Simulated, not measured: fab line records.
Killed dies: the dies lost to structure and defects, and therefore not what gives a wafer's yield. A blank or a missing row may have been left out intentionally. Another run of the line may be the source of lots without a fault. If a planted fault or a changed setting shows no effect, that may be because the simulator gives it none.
Which tool was responsible?	flow n5 finfet	20 lots, 60 wafers sampled, at 6 steps of a route of 1938

WHAT THE GAUGES READ, wafer by wafer
The record lacks any reading of a measuring or inspecting step that a usual standard deviation could be used to judge.

EACH LOT AND THE TOOL THAT RAN IT (in order: tool; ch and the chambers of the sampled wafers; start)
lot	N5_FIN_SAQP_SPACER1_ALD_24	N5_FIN_SAQP_SPACER1_ETCHBACK_25	N5_FIN_SAQP_SPACER2_ETCHBACK_29	N5_FIN_CUT_ETCH_30	N5_STI_FIN_REVEAL_CMP_04	N5_STI_FIN_REVEAL_DENSIFY_30
L074	ald sin-03 ch 0,2,3, day 1 22:46	rie diel-01 ch 1,2,3, day 1 23:28	rie diel-01 ch 0,1,2, day 2 01:08	rie diel-04 ch 2,3, day 2 02:31	cmp-02 ch 1,2,3, day 2 08:46	rtp anneal-01 ch 0, day 2 09:07
L075	ald sin-04 ch 1,3, day 2 06:19	rie diel-03 ch 0,1,2, day 2 07:02	rie diel-05 ch 0,1,2, day 2 08:36	rie diel-06 ch 0,1,2, day 2 09:53	cmp-02 ch 1,2,3, day 2 16:31	rtp anneal-01 ch 0, day 2 16:55
L076	ald sin-04 ch 0,1,3, day 2 12:28	rie diel-03 ch 0,1,2, day 2 13:11	rie diel-01 ch 1,2,3, day 2 14:48	rie diel-04 ch 0,1,3, day 2 16:15	cmp-04 ch 1,2,3, day 2 22:55	rtp anneal-01 ch 0, day 2 23:35
L077	ald sin-02 ch 0,2,3, day 2 19:04	rie diel-05 ch 1,2,3, day 2 19:47	rie diel-01 ch 0,3, day 2 21:30	rie diel-06 ch 2,3, day 2 23:11	cmp-04 ch 1,2, day 3 06:20	rtp anneal-01 ch 0, day 3 06:54
L078	ald sin-03 ch 0,1,3, day 2 22:41	rie diel-05 ch 1,2,3, day 2 23:26	rie diel-01 ch 0,1,3, day 3 01:09	rie diel-06 ch 0,1,3, day 3 02:23	cmp-01 ch 0,1,3, day 3 09:22	rtp anneal-01 ch 0, day 3 09:41
L080	ald sin-02 ch 0,1,2, day 3 13:01	rie diel-05 ch 0,1,2, day 3 13:44	rie diel-03 ch 1,3, day 3 16:46	rie diel-04 ch 0,1,3, day 3 18:08	cmp-01 ch 0,2,3, day 4 00:14	rtp anneal-01 ch 0, day 4 00:34
L081	ald sin-02 ch 1,2, day 3 19:08	rie diel-05 ch 1,2,3, day 3 19:50	rie diel-05 ch 1,3, day 3 21:23	rie diel-06 ch 1,3, day 3 22:41	cmp-02 ch 0,2, day 4 05:15	rtp anneal-01 ch 0, day 4 05:36
L082	ald sin-02 ch 0,2,3, day 3 23:13	rie diel-01 ch 0,1,2, day 4 00:02	rie diel-05 ch 0,2, day 4 01:36	rie diel-06 ch 0,1,3, day 4 03:02	cmp-04 ch 0,2,3, day 4 09:28	rtp anneal-02 ch 0, day 4 09:44
L083	ald sin-03 ch 0,2,3, day 4 04:45	rie diel-05 ch 1,2,3, day 4 05:32	rie diel-05 ch 2,3, day 4 07:32	rie diel-02 ch 0,1,2, day 4 08:47	cmp-01 ch 1,2, day 4 14:47	rtp anneal-01 ch 0, day 4 15:43
L084	ald sin-02 ch 1,2, day 4 11:28	rie diel-01 ch 1,2, day 4 12:10	rie diel-03 ch 0,1, day 4 13:51	rie diel-02 ch 1,2,3, day 4 15:18	cmp-01 ch 0,1,2, day 4 21:21	rtp anneal-02 ch 0, day 4 21:44
L085	ald sin-04 ch 0,1, day 4 18:53	rie diel-05 ch 1,3, day 4 19:36	rie diel-05 ch 0,2, day 4 21:17	rie diel-02 ch 0,2,3, day 4 22:43	cmp-02 ch 1,2, day 5 04:47	rtp anneal-02 ch 0, day 5 05:04
L086	ald sin-03 ch 0,2, day 4 23:41	rie diel-03 ch 0,3, day 5 00:26	rie diel-01 ch 0,1,3, day 5 02:21	rie diel-04 ch 1,3, day 5 04:04	cmp-04 ch 0,1,3, day 5 10:05	rtp anneal-01 ch 0, day 5 10:25
L087	ald sin-04 ch 1,2, day 5 05:09	rie diel-01 ch 0,3, day 5 05:52	rie diel-03 ch 0,3, day 5 07:26	rie diel-06 ch 2,3, day 5 08:40	cmp-04 ch 0,1,2, day 5 14:47	rtp anneal-01 ch 0, day 5 15:08
L090	ald sin-02 ch 0,1,3, day 5 22:47	rie diel-05 ch 0,3, day 5 23:30	rie diel-03 ch 1,2,3, day 6 01:16	rie diel-04 ch 0,1, day 6 02:31	cmp-04 ch 2,3, day 6 08:37	rtp anneal-02 ch 0, day 6 08:56
L091	ald sin-02 ch 0,1,2, day 6 04:37	rie diel-05 ch 0,3, day 6 05:19	rie diel-03 ch 2,3, day 6 07:01	rie diel-04 ch 0,3, day 6 08:26	cmp-02 ch 0,2,3, day 6 17:05	rtp anneal-02 ch 0, day 6 17:22
L093	ald sin-03 ch 0,1,2, day 6 17:31	rie diel-01 ch 0,1, day 6 18:24	rie diel-01 ch 1,2, day 6 19:58	rie diel-02 ch 1,2, day 6 21:19	cmp-01 ch 1,3, day 7 03:29	rtp anneal-01 ch 0, day 7 03:46
L094	ald sin-02 ch 0,2,3, day 7 00:06	rie diel-03 ch 0,1,3, day 7 00:49	rie diel-05 ch 0,1,3, day 7 03:02	rie diel-06 ch 1,2,3, day 7 04:22	cmp-04 ch 2,3, day 7 11:02	rtp anneal-02 ch 0, day 7 11:23
L095	ald sin-03 ch 2,3, day 7 05:44	rie diel-03 ch 0,1,2, day 7 06:27	rie diel-03 ch 1,2,3, day 7 08:55	rie diel-02 ch 1,2, day 7 10:18	cmp-02 ch 0,1,2, day 7 16:26	rtp anneal-02 ch 0, day 7 16:41
L096	ald sin-03 ch 0,1,3, day 7 11:38	rie diel-05 ch 0,1,2, day 7 12:23	rie diel-05 ch 0,2,3, day 7 14:12	rie diel-06 ch 0,1,2, day 7 15:31	cmp-04 ch 0,1,3, day 7 21:35	rtp anneal-02 ch 0, day 7 21:59
L097	ald sin-03 ch 0,1,3, day 7 18:24	rie diel-05 ch 0,2,3, day 7 19:13	rie diel-05 ch 0,2,3, day 7 21:01	rie diel-04 ch 1,2,3, day 7 22:15	cmp-01 ch 0,3, day 8 04:37	rtp anneal-02 ch 0, day 8 05:00
- N5_FIN_SAQP_SPACER1_ALD_24: deposits SiO2, target thk 20.3 nm, pulse time 1 s, purge time 2 s.
- N5_FIN_SAQP_SPACER1_ETCHBACK_25: etches SiO2 in CHF3/O2, target depth 24.4 nm, time 12.2 s.
- N5_FIN_SAQP_SPACER2_ETCHBACK_29: etches SiO2 in CHF3/O2, target depth 12.2 nm, time 6.1 s.
- N5_FIN_CUT_ETCH_30: etches underlayer in N2/H2, target depth 13 nm, time 10.4 s.
- N5_STI_FIN_REVEAL_CMP_04: polishes, stops on Si3N4, t overpolish 4 s, target thk 131.83 nm.
- N5_STI_FIN_REVEAL_DENSIFY_30

WHAT THE TOOLS THEMSELVES READ (means of the sampled wafers that have a number; where no wafer has one, the mark that the record gives instead)
N5_FIN_SAQP_SPACER1_ALD_24. Usual: heater power w 483 W, standard deviation 41; precursor pulse height rel 1.005, standard deviation 0.022; susceptor temp C 300.01 C, standard deviation 0.2.
lot	tool	heater power w (W)	precursor pulse height rel	susceptor temp C (C)	flag
L074	ald sin-03	500	0.994	299.86	
L075	ald sin-04	518	1.020	300.14	
L076	ald sin-04	493	0.990	300.18	
L077	ald sin-02	488	1.010	299.96	
L078	ald sin-03	480	1.005	299.93	
L080	ald sin-02	480	1.012	299.95	
L081	ald sin-02	446	0.989	299.91	
L082	ald sin-02	492	1.020	299.97	
L083	ald sin-03	498	0.998	300.01	
L084	ald sin-02	437	1.025	299.81	
L085	ald sin-04	469	0.999	300.22	
L086	ald sin-03	497	1.018	299.90	
L087	ald sin-04	460	1.006	300.20	
L090	ald sin-02	479	0.993	299.81	
L091	ald sin-02	471	1.003	300.08	
L093	ald sin-03	502	1.005	299.90	
L094	ald sin-02	480	1.009	299.81	
L095	ald sin-03	527	1.010	299.93	
L096	ald sin-03	478	1.013	300.15	
L097	ald sin-03	481	0.999	299.96	

N5_FIN_SAQP_SPACER1_ETCHBACK_25. Usual: drypump motor current A 5.5 A, standard deviation 0.51; oes_ar_750_au 0.75 a.u., standard deviation 0.069; oes_f_703_au 0.76 a.u., standard deviation 0.074; oes product au 0.74 a.u., standard deviation 0.066; rf vpp V 518 V, standard deviation 11; showerhead plenum p Torr 2.40 Torr, standard deviation 0.078; throttle valve pct 18.88 %, standard deviation 0.18.
lot	tool	drypump motor current A (A)	oes_ar_750_au (a.u.)	oes_f_703_au (a.u.)	oes product au (a.u.)	rf vpp V (V)	showerhead plenum p Torr (Torr)	throttle valve pct (%)	flag
L074	rie diel-01	5.7	0.73	0.74	0.73	528	2.39	18.82	
L075	rie diel-03	5.1	0.71	0.71	0.71	517	2.36	18.91	
L076	rie diel-03	5.1	0.72	0.71	0.71	518	2.36	18.91	
L077	rie diel-05	5.5	0.75	0.77	0.76	513	2.41	18.97	
L078	rie diel-05	5.5	0.76	0.76	0.75	513	2.41	18.96	
L080	rie diel-05	5.6	0.74	0.74	0.74	507	2.38	18.91	
L081	rie diel-05	5.5	0.75	0.75	0.74	513	2.41	18.98	
L082	rie diel-01	5.8	0.73	0.75	0.73	529	2.42	18.83	
L083	rie diel-05	5.5	0.75	0.76	0.74	513	2.41	18.97	
L084	rie diel-01	5.6	0.73	0.75	0.72	521	2.35	18.82	
L085	rie diel-05	5.2	0.74	0.75	0.73	515	2.43	18.95	
L086	rie diel-03	5.6	0.74	0.72	0.73	519	2.31	19.08	
L087	rie diel-01	5.9	0.70	0.70	0.69	534	2.44	18.87	
L090	rie diel-05	4.9	0.74	0.75	0.73	517	2.47	18.79	
L091	rie diel-05	5.1	0.73	0.73	0.71	511	2.43	18.72	
L093	rie diel-01	6.0	0.72	0.72	0.71	538	2.48	18.90	
L094	rie diel-03	5.7	0.89	0.89	0.86	521	2.43	18.73	
L095	rie diel-03	5.1	0.85	0.85	0.84	520	2.45	18.68	
L096	rie diel-05	5.6	0.72	0.72	0.70	506	2.36	18.95	
L097	rie diel-05	5.4	0.73	0.73	0.70	510	2.40	18.91	

N5_FIN_SAQP_SPACER2_ETCHBACK_29. Usual: drypump motor current A 5.5 A, standard deviation 0.51; oes_ar_750_au 0.75 a.u., standard deviation 0.064; oes_f_703_au 0.75 a.u., standard deviation 0.071; oes product au 0.74 a.u., standard deviation 0.062; rf vpp V 519 V, standard deviation 11; showerhead plenum p Torr 2.40 Torr, standard deviation 0.073; throttle valve pct 18.86 %, standard deviation 0.18.
lot	tool	drypump motor current A (A)	oes_ar_750_au (a.u.)	oes_f_703_au (a.u.)	oes product au (a.u.)	rf vpp V (V)	showerhead plenum p Torr (Torr)	throttle valve pct (%)	flag
L074	rie diel-01	5.8	0.75	0.76	0.74	529	2.43	18.80	
L075	rie diel-05	5.6	0.75	0.75	0.75	507	2.38	18.88	
L076	rie diel-01	5.7	0.73	0.73	0.72	527	2.39	18.81	
L077	rie diel-01	5.8	0.69	0.69	0.70	532	2.42	18.84	
L078	rie diel-01	5.9	0.72	0.73	0.73	536	2.46	18.84	
L080	rie diel-03	6.1	0.79	0.81	0.77	518	2.35	18.96	
L081	rie diel-05	5.0	0.76	0.77	0.75	519	2.47	18.88	
L082	rie diel-05	5.6	0.74	0.73	0.73	505	2.37	18.78	
L083	rie diel-05	5.7	0.75	0.76	0.73	509	2.38	19.04	
L084	rie diel-03	5.3	0.71	0.71	0.70	519	2.36	18.93	
L085	rie diel-05	5.5	0.73	0.73	0.72	504	2.37	18.78	
L086	rie diel-01	5.9	0.71	0.71	0.70	535	2.45	18.88	
L087	rie diel-03	5.6	0.73	0.72	0.73	518	2.31	19.09	
L090	rie diel-03	5.5	0.82	0.83	0.81	517	2.35	18.77	
L091	rie diel-03	5.3	0.73	0.73	0.72	515	2.35	18.93	
L093	rie diel-01	5.6	0.92	0.94	0.90	526	2.53	18.58	
L094	rie diel-05	5.1	0.73	0.73	0.72	513	2.43	18.84	
L095	rie diel-03	5.5	0.79	0.81	0.79	516	2.35	18.79	
L096	rie diel-05	5.4	0.73	0.73	0.71	510	2.40	18.90	
L097	rie diel-05	5.4	0.73	0.73	0.72	509	2.40	18.91	

N5_FIN_CUT_ETCH_30. Usual: drypump motor current A 5.7 A, standard deviation 0.52; etch rf on time s 10.4 s, standard deviation 0.37; oes product au 0.65 a.u., standard deviation 0.061; rf vpp V 524.1 V, standard deviation 2.6; showerhead plenum p Torr 2.55 Torr, standard deviation 0.093; throttle valve pct 17.77 %, standard deviation 0.28.
lot	tool	drypump motor current A (A)	etch rf on time s (s)	oes product au (a.u.)	rf vpp V (V)	showerhead plenum p Torr (Torr)	throttle valve pct (%)	flag
L074	rie diel-04	5.6	10.8	0.62	522.8	2.49	17.71	
L075	rie diel-06	5.8	10.4	0.67	525.7	2.58	17.80	
L076	rie diel-04	5.8	10.8	0.63	524.7	2.59	17.73	
L077	rie diel-06	5.5	10.3	0.64	521.7	2.47	18.09	
L078	rie diel-06	5.5	10.2	0.69	523.5	2.57	17.74	
L080	rie diel-04	5.9	10.7	0.63	524.7	2.58	17.76	
L081	rie diel-06	5.3	10.2	0.69	523.1	2.50	17.72	
L082	rie diel-06	5.5	10.3	0.68	524.8	2.56	17.75	
L083	rie diel-02	5.9	10.1	0.62	524.4	2.56	17.73	
L084	rie diel-02	5.9	10.4	0.63	523.4	2.54	17.79	
L085	rie diel-02	6.4	10.3	0.62	523.5	2.53	17.83	
L086	rie diel-04	6.1	10.6	0.62	524.7	2.58	17.72	
L087	rie diel-06	5.9	10.1	0.76	521.6	2.48	17.86	
L090	rie diel-04	5.6	10.7	0.63	526.1	2.67	17.80	
L091	rie diel-04	5.5	10.7	0.62	524.2	2.58	17.84	
L093	rie diel-02	5.9	10.2	0.62	523.2	2.50	17.80	
L094	rie diel-06	5.6	10.2	0.71	522.1	2.50	17.69	
L095	rie diel-02	5.5	10.3	0.61	523.8	2.56	17.71	
L096	rie diel-06	5.8	10.2	0.70	524.9	2.56	17.71	
L097	rie diel-04	5.7	10.7	0.61	523.7	2.56	17.76	

N5_STI_FIN_REVEAL_CMP_04. Usual: motor current A 8.3 A, standard deviation 1; overpolish run s 4.000 s, standard deviation 0.009; slurry filter dp kPa 13.50 kPa, standard deviation 0.13; time to endpoint s 101 s, standard deviation 5.9.
lot	tool	motor current A (A)	overpolish run s (s)	slurry filter dp kPa (kPa)	time to endpoint s (s)	flag
L074	cmp-02	7.6	3.999	13.69	109	
L075	cmp-02	8.0	3.996	13.36	105	
L076	cmp-04	8.7	4.012	13.50	100	
L077	cmp-04	8.4	3.997	13.47	99	
L078	cmp-01	8.4	4.008	13.49	95	
L080	cmp-01	8.0	3.998	13.52	98	
L081	cmp-02	8.9	4.001	13.42	107	
L082	cmp-04	8.8	3.988	13.52	103	
L083	cmp-01	8.1	3.999	13.49	98	
L084	cmp-01	8.1	4.004	13.60	95	
L085	cmp-02	7.7	3.997	13.43	110	
L086	cmp-04	8.4	3.999	13.61	102	
L087	cmp-04	8.2	4.002	13.44	106	
L090	cmp-04	9.5	3.998	13.48	106	
L091	cmp-02	8.7	4.002	13.34	101	
L093	cmp-01	8.6	4.010	13.52	94	
L094	cmp-04	9.6	3.998	13.45	103	
L095	cmp-02	8.2	4.000	13.48	97	
L096	cmp-04	8.5	3.994	13.48	102	
L097	cmp-01	8.0	3.993	13.41	99	

N5_STI_FIN_REVEAL_DENSIFY_30. Usual: lamp power pct 11.53 %, standard deviation 0.055; lamp_zone_6_pct 11.451 %, standard deviation 0.022.
lot	tool	lamp power pct (%)	lamp_zone_6_pct (%)	flag
L074	rtp anneal-01	11.54	11.457	
L075	rtp anneal-01	11.53	11.446	
L076	rtp anneal-01	11.51	11.447	
L077	rtp anneal-01	11.58	11.444	
L078	rtp anneal-01	11.53	11.456	
L080	rtp anneal-01	11.56	11.464	
L081	rtp anneal-01	11.53	11.457	
L082	rtp anneal-02	11.58	11.449	
L083	rtp anneal-01	11.62	11.460	
L084	rtp anneal-02	11.55	11.448	
L085	rtp anneal-02	11.49	11.468	
L086	rtp anneal-01	11.51	11.435	
L087	rtp anneal-01	11.58	11.461	
L090	rtp anneal-02	11.50	11.453	
L091	rtp anneal-02	11.52	11.433	
L093	rtp anneal-01	11.51	11.460	
L094	rtp anneal-02	11.57	11.420	
L095	rtp anneal-02	11.52	11.452	
L096	rtp anneal-02	11.53	11.439	
L097	rtp anneal-02	11.58	11.447	

THE ANSWER, worked out from the rows above alone
Rule: a lot is off if the mean of its wafers that have a number lies more than 3 standard deviations from the usual mean. Also off: a lot with no number at a reading for which 4 or more lots have one. All remaining lots with rows at the step are treated as sound. After the gauges, taken in route order, come the tools' own readings; for these a lot's mean is taken, as printed above. At the first step where some lot is off, the reading lying furthest off is the one used; lots without a number count as furthest.
None of the lots is off at any reading shown; this tells nothing.

WHAT WAS PUT IN BY THE SIMULATOR
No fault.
